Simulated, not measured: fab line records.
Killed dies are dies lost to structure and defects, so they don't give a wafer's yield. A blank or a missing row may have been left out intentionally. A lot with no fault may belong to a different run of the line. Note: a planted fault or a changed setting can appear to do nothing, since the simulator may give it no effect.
The tool behind it: which one? / flow n5_finfet / 24 lots, 72 wafers sampled, at 3 steps of a route of 1938

== WHAT EACH GAUGE READ, for each wafer ==
N5_BEOL_M4_OCD_MEAS_38.
lot=L074; measured=day 8 03:29; on=ocd-02; trench_depth_nm (nm)=56.4 56.8 55.8
lot=L075; measured=day 8 14:03; on=ocd-01; trench_depth_nm (nm)=57.7 57.1 51.4
lot=L077; measured=day 10 07:45; on=ocd-02; trench_depth_nm (nm)=55.5 56.6 50.3
lot=L078; measured=day 10 11:44; on=ocd-02; trench_depth_nm (nm)=55.6 54.4 56.5
lot=L076; measured=day 10 18:50; on=ocd-01; trench_depth_nm (nm)=52.0 52.4 56.3
lot=L083; measured=day 10 22:06; on=ocd-01; trench_depth_nm (nm)=55.7 56.8 55.1
lot=L081; measured=day 11 01:24; on=ocd-02; trench_depth_nm (nm)=56.9 57.4 56.2
lot=L080; measured=day 11 04:50; on=ocd-02; trench_depth_nm (nm)=55.7 55.5 55.4
lot=L079; measured=day 11 12:29; on=ocd-01; trench_depth_nm (nm)=55.8 55.9 54.9
lot=L082; measured=day 11 15:05; on=ocd-01; trench_depth_nm (nm)=55.6 55.4 55.9
lot=L084; measured=day 12 04:02; on=ocd-02; trench_depth_nm (nm)=55.5 55.2 56.2
lot=L085; measured=day 12 07:18; on=ocd-01; trench_depth_nm (nm)=55.9 56.3 56.2
lot=L088; measured=day 12 07:41; on=ocd-02; trench_depth_nm (nm)=56.8 56.9 57.1
lot=L086; measured=day 12 07:47; on=ocd-01; trench_depth_nm (nm)=54.5 55.5 56.0
lot=L087; measured=day 12 16:16; on=ocd-01; trench_depth_nm (nm)=56.9 57.0 55.7
lot=L091; measured=day 13 06:33; on=ocd-02; trench_depth_nm (nm)=55.1 55.2 55.0
lot=L089; measured=day 13 12:10; on=ocd-01; trench_depth_nm (nm)=54.9 53.5 55.5
lot=L093; measured=day 14 01:13; on=ocd-02; trench_depth_nm (nm)=54.6 55.1 55.4
lot=L090; measured=day 14 05:47; on=ocd-02; trench_depth_nm (nm)=56.1 56.1 55.9
lot=L092; measured=day 14 05:58; on=ocd-02; trench_depth_nm (nm)=55.5 55.6 56.8
lot=L094; measured=day 14 10:11; on=ocd-02; trench_depth_nm (nm)=55.5 55.2 55.4
lot=L095; measured=day 14 14:23; on=ocd-02; trench_depth_nm (nm)=57.4 54.9 58.5
lot=L096; measured=day 15 08:33; on=ocd-02; trench_depth_nm (nm)=56.5 55.4 55.6
lot=L097; measured=day 15 08:49; on=ocd-01; trench_depth_nm (nm)=56.0 57.5 56.4

== TOOL THAT RAN EACH LOT (tool first, then ch and the chambers of the sampled wafers, then the start) ==
lot=L074; N5_BEOL_M3_ANNEAL_89=pvd_sputter-01, day 7 15:01; N5_BEOL_M4_ETCH_64=rie_diel-02 ch 1,2,3, day 7 20:10
lot=L075; N5_BEOL_M3_ANNEAL_89=pvd_sputter-02, day 7 20:20; N5_BEOL_M4_ETCH_64=rie_diel-03 ch 0,1,2, day 7 23:10
lot=L077; N5_BEOL_M3_ANNEAL_89=pvd_sputter-03, day 9 14:41; N5_BEOL_M4_ETCH_64=rie_diel-03 ch 2,3, day 9 18:57
lot=L078; N5_BEOL_M3_ANNEAL_89=pvd_sputter-01, day 10 02:21; N5_BEOL_M4_ETCH_64=rie_diel-02 ch 0,2,3, day 10 05:50
lot=L076; N5_BEOL_M3_ANNEAL_89=pvd_sputter-01, day 10 10:32; N5_BEOL_M4_ETCH_64=rie_diel-03 ch 1,2,3, day 10 15:57
lot=L083; N5_BEOL_M3_ANNEAL_89=pvd_sputter-03, day 10 13:22; N5_BEOL_M4_ETCH_64=rie_diel-02 ch 0,1,3, day 10 16:55
lot=L081; N5_BEOL_M3_ANNEAL_89=pvd_sputter-03, day 10 17:30; N5_BEOL_M4_ETCH_64=rie_diel-03 ch 1,2,3, day 10 20:29
lot=L080; N5_BEOL_M3_ANNEAL_89=pvd_sputter-01, day 10 17:56; N5_BEOL_M4_ETCH_64=rie_diel-04 ch 0,2,3, day 10 20:49
lot=L079; N5_BEOL_M3_ANNEAL_89=pvd_sputter-03, day 10 19:43; N5_BEOL_M4_ETCH_64=rie_diel-04 ch 0,2,3, day 10 23:16
lot=L082; N5_BEOL_M3_ANNEAL_89=pvd_sputter-01, day 11 03:49; N5_BEOL_M4_ETCH_64=rie_diel-02 ch 0,1,3, day 11 08:58
lot=L084; N5_BEOL_M3_ANNEAL_89=pvd_sputter-01, day 11 06:53; N5_BEOL_M4_ETCH_64=rie_diel-03 ch 0,3, day 11 12:29
lot=L085; N5_BEOL_M3_ANNEAL_89=pvd_sputter-03, day 11 11:36; N5_BEOL_M4_ETCH_64=rie_diel-04 ch 0,3, day 11 16:05
lot=L088; N5_BEOL_M3_ANNEAL_89=pvd_sputter-02, day 11 15:44; N5_BEOL_M4_ETCH_64=rie_diel-03 ch 1,2,3, day 11 19:20
lot=L086; N5_BEOL_M3_ANNEAL_89=pvd_sputter-03, day 11 17:30; N5_BEOL_M4_ETCH_64=rie_diel-02 ch 0,2,3, day 11 23:01
lot=L087; N5_BEOL_M3_ANNEAL_89=pvd_sputter-02, day 12 01:17; N5_BEOL_M4_ETCH_64=rie_diel-04 ch 2,3, day 12 04:47
lot=L091; N5_BEOL_M3_ANNEAL_89=pvd_sputter-03, day 12 13:58; N5_BEOL_M4_ETCH_64=rie_diel-03 ch 2,3, day 12 17:34
lot=L089; N5_BEOL_M3_ANNEAL_89=pvd_sputter-03, day 12 20:22; N5_BEOL_M4_ETCH_64=rie_diel-02 ch 0,2,3, day 13 00:50
lot=L093; N5_BEOL_M3_ANNEAL_89=pvd_sputter-02, day 13 08:56; N5_BEOL_M4_ETCH_64=rie_diel-03 ch 1,2, day 13 12:38
lot=L090; N5_BEOL_M3_ANNEAL_89=pvd_sputter-02, day 13 11:37; N5_BEOL_M4_ETCH_64=rie_diel-02 ch 0,1,3, day 13 16:10
lot=L092; N5_BEOL_M3_ANNEAL_89=pvd_sputter-01, day 13 14:22; N5_BEOL_M4_ETCH_64=rie_diel-02 ch 0,1,2, day 13 19:32
lot=L094; N5_BEOL_M3_ANNEAL_89=pvd_sputter-02, day 13 16:00; N5_BEOL_M4_ETCH_64=rie_diel-03 ch 2,3, day 13 19:51
lot=L095; N5_BEOL_M3_ANNEAL_89=pvd_sputter-01, day 13 17:49; N5_BEOL_M4_ETCH_64=rie_diel-03 ch 1,2,3, day 13 21:17
lot=L096; N5_BEOL_M3_ANNEAL_89=pvd_sputter-02, day 13 22:54; N5_BEOL_M4_ETCH_64=rie_diel-02 ch 0,1,3, day 14 02:20
lot=L097; N5_BEOL_M3_ANNEAL_89=pvd_sputter-03, day 14 00:44; N5_BEOL_M4_ETCH_64=rie_diel-02 ch 0,3, day 14 05:24
- N5_BEOL_M3_ANNEAL_89: time 240 s.
- N5_BEOL_M4_ETCH_64: etches SOC in N2/H2, target depth 75 nm, overetch 22.5 nm, time 121.9 s.

== AS READ BY THE TOOLS THEMSELVES (means over the sampled wafers that have a number; for cases with no such wafer, the mark the record gives instead) ==
N5_BEOL_M3_ANNEAL_89.
lot=L074; tool=pvd_sputter-01; heater_power_w (W)=928
lot=L075; tool=pvd_sputter-02; heater_power_w (W)=862
lot=L077; tool=pvd_sputter-03; heater_power_w (W)=887
lot=L078; tool=pvd_sputter-01; heater_power_w (W)=932
lot=L076; tool=pvd_sputter-01; heater_power_w (W)=912
lot=L083; tool=pvd_sputter-03; heater_power_w (W)=828
lot=L081; tool=pvd_sputter-03; heater_power_w (W)=828
lot=L080; tool=pvd_sputter-01; heater_power_w (W)=937
lot=L079; tool=pvd_sputter-03; heater_power_w (W)=839
lot=L082; tool=pvd_sputter-01; heater_power_w (W)=893
lot=L084; tool=pvd_sputter-01; heater_power_w (W)=854
lot=L085; tool=pvd_sputter-03; heater_power_w (W)=865
lot=L088; tool=pvd_sputter-02; heater_power_w (W)=844
lot=L086; tool=pvd_sputter-03; heater_power_w (W)=872
lot=L087; tool=pvd_sputter-02; heater_power_w (W)=834
lot=L091; tool=pvd_sputter-03; heater_power_w (W)=850
lot=L089; tool=pvd_sputter-03; heater_power_w (W)=880
lot=L093; tool=pvd_sputter-02; heater_power_w (W)=823
lot=L090; tool=pvd_sputter-02; heater_power_w (W)=832
lot=L092; tool=pvd_sputter-01; heater_power_w (W)=931
lot=L094; tool=pvd_sputter-02; heater_power_w (W)=786
lot=L095; tool=pvd_sputter-01; heater_power_w (W)=948
lot=L096; tool=pvd_sputter-02; heater_power_w (W)=829
lot=L097; tool=pvd_sputter-03; heater_power_w (W)=867

N5_BEOL_M4_ETCH_64.
lot=L074; tool=rie_diel-02; drypump_motor_current_A (A)=5.4; h2_flow_sccm (sccm)=200.1; oes_product_au (a.u.)=0.62; rf_vpp_V (V)=524.8; showerhead_plenum_p_Torr (Torr)=2.55; throttle_valve_pct (%)=17.68
lot=L075; tool=rie_diel-03; drypump_motor_current_A (A)=5.4; h2_flow_sccm (sccm)=200.2; oes_product_au (a.u.)=0.58; rf_vpp_V (V)=522.9; showerhead_plenum_p_Torr (Torr)=2.49; throttle_valve_pct (%)=17.68
lot=L077; tool=rie_diel-03; drypump_motor_current_A (A)=5.0; h2_flow_sccm (sccm)=200.2; oes_product_au (a.u.)=0.64; rf_vpp_V (V)=526.2; showerhead_plenum_p_Torr (Torr)=2.61; throttle_valve_pct (%)=17.67
lot=L078; tool=rie_diel-02; drypump_motor_current_A (A)=5.7; h2_flow_sccm (sccm)=200.5; oes_product_au (a.u.)=0.62; rf_vpp_V (V)=523.2; showerhead_plenum_p_Torr (Torr)=2.54; throttle_valve_pct (%)=17.54
lot=L076; tool=rie_diel-03; drypump_motor_current_A (A)=5.3; h2_flow_sccm (sccm)=200.0; oes_product_au (a.u.)=0.58; rf_vpp_V (V)=523.6; showerhead_plenum_p_Torr (Torr)=2.53; throttle_valve_pct (%)=17.74
lot=L083; tool=rie_diel-02; drypump_motor_current_A (A)=5.8; h2_flow_sccm (sccm)=200.3; oes_product_au (a.u.)=0.67; rf_vpp_V (V)=522.4; showerhead_plenum_p_Torr (Torr)=2.51; throttle_valve_pct (%)=17.67
lot=L081; tool=rie_diel-03; drypump_motor_current_A (A)=5.3; h2_flow_sccm (sccm)=200.6; oes_product_au (a.u.)=0.58; rf_vpp_V (V)=523.9; showerhead_plenum_p_Torr (Torr)=2.53; throttle_valve_pct (%)=17.75
lot=L080; tool=rie_diel-04; drypump_motor_current_A (A)=6.0; h2_flow_sccm (sccm)=200.2; oes_product_au (a.u.)=0.63; rf_vpp_V (V)=526.3; showerhead_plenum_p_Torr (Torr)=2.65; throttle_valve_pct (%)=17.80
lot=L079; tool=rie_diel-04; drypump_motor_current_A (A)=6.0; h2_flow_sccm (sccm)=200.5; oes_product_au (a.u.)=0.63; rf_vpp_V (V)=526.2; showerhead_plenum_p_Torr (Torr)=2.65; throttle_valve_pct (%)=17.80
lot=L082; tool=rie_diel-02; drypump_motor_current_A (A)=5.9; h2_flow_sccm (sccm)=200.1; oes_product_au (a.u.)=0.67; rf_vpp_V (V)=523.6; showerhead_plenum_p_Torr (Torr)=2.51; throttle_valve_pct (%)=17.67
lot=L084; tool=rie_diel-03; drypump_motor_current_A (A)=4.9; h2_flow_sccm (sccm)=199.6; oes_product_au (a.u.)=0.65; rf_vpp_V (V)=527.4; showerhead_plenum_p_Torr (Torr)=2.65; throttle_valve_pct (%)=17.58
lot=L085; tool=rie_diel-04; drypump_motor_current_A (A)=5.9; h2_flow_sccm (sccm)=200.4; oes_product_au (a.u.)=0.57; rf_vpp_V (V)=525.9; showerhead_plenum_p_Torr (Torr)=2.63; throttle_valve_pct (%)=17.94
lot=L088; tool=rie_diel-03; drypump_motor_current_A (A)=5.3; h2_flow_sccm (sccm)=199.9; oes_product_au (a.u.)=0.57; rf_vpp_V (V)=523.5; showerhead_plenum_p_Torr (Torr)=2.53; throttle_valve_pct (%)=17.75
lot=L086; tool=rie_diel-02; drypump_motor_current_A (A)=5.8; h2_flow_sccm (sccm)=200.0; oes_product_au (a.u.)=0.61; rf_vpp_V (V)=524.9; showerhead_plenum_p_Torr (Torr)=2.54; throttle_valve_pct (%)=17.57
lot=L087; tool=rie_diel-04; drypump_motor_current_A (A)=6.1; h2_flow_sccm (sccm)=200.1; oes_product_au (a.u.)=0.66; rf_vpp_V (V)=526.7; showerhead_plenum_p_Torr (Torr)=2.63; throttle_valve_pct (%)=17.76
lot=L091; tool=rie_diel-03; drypump_motor_current_A (A)=5.1; h2_flow_sccm (sccm)=199.8; oes_product_au (a.u.)=0.57; rf_vpp_V (V)=522.9; showerhead_plenum_p_Torr (Torr)=2.50; throttle_valve_pct (%)=17.83
lot=L089; tool=rie_diel-02; drypump_motor_current_A (A)=5.7; h2_flow_sccm (sccm)=200.2; oes_product_au (a.u.)=0.60; rf_vpp_V (V)=524.0; showerhead_plenum_p_Torr (Torr)=2.54; throttle_valve_pct (%)=17.59
lot=L093; tool=rie_diel-03; drypump_motor_current_A (A)=5.7; h2_flow_sccm (sccm)=200.1; oes_product_au (a.u.)=0.65; rf_vpp_V (V)=521.6; showerhead_plenum_p_Torr (Torr)=2.46; throttle_valve_pct (%)=17.59
lot=L090; tool=rie_diel-02; drypump_motor_current_A (A)=5.9; h2_flow_sccm (sccm)=199.8; oes_product_au (a.u.)=0.64; rf_vpp_V (V)=523.1; showerhead_plenum_p_Torr (Torr)=2.50; throttle_valve_pct (%)=17.71
lot=L092; tool=rie_diel-02; drypump_motor_current_A (A)=5.7; h2_flow_sccm (sccm)=199.7; oes_product_au (a.u.)=0.61; rf_vpp_V (V)=523.3; showerhead_plenum_p_Torr (Torr)=2.55; throttle_valve_pct (%)=17.81
lot=L094; tool=rie_diel-03; drypump_motor_current_A (A)=5.0; h2_flow_sccm (sccm)=200.3; oes_product_au (a.u.)=0.60; rf_vpp_V (V)=525.5; showerhead_plenum_p_Torr (Torr)=2.59; throttle_valve_pct (%)=17.75
lot=L095; tool=rie_diel-03; drypump_motor_current_A (A)=5.3; h2_flow_sccm (sccm)=200.2; oes_product_au (a.u.)=0.62; rf_vpp_V (V)=523.6; showerhead_plenum_p_Torr (Torr)=2.52; throttle_valve_pct (%)=17.66
lot=L096; tool=rie_diel-02; drypump_motor_current_A (A)=5.8; h2_flow_sccm (sccm)=199.2; oes_product_au (a.u.)=0.64; rf_vpp_V (V)=522.9; showerhead_plenum_p_Torr (Torr)=2.50; throttle_valve_pct (%)=17.71
lot=L097; tool=rie_diel-02; drypump_motor_current_A (A)=5.9; h2_flow_sccm (sccm)=200.3; oes_product_au (a.u.)=0.62; rf_vpp_V (V)=523.5; showerhead_plenum_p_Torr (Torr)=2.47; throttle_valve_pct (%)=17.50

== THE ANSWER, worked out from the rows above alone ==
Rule: usual is defined by the lots themselves. Put in order of their means at a reading, lots are off if they are a third of the lots or fewer, leave a main group of 4 or more, and stand apart from it by a gap of 3 or more times the standard deviation of the main group's means; of several such gaps the widest counts. The tables above print the reading to a certain number of digits; a main group whose means all agree to those digits is not used. A lot without any number at a reading at which 4 lots or more have one is off too. Where the step has rows for the other lots, those lots are counted as sound. Order of review: gauges by route order, followed by the tools' own readings, for which a lot's mean as printed above is used. The first step at which some lot is off is used, and at that step the reading that is off furthest; a lot without a number counts as furthest.
Nothing can be told from this: no lot is off at any reading shown.

== WHAT WAS PUT IN BY THE SIMULATOR ==
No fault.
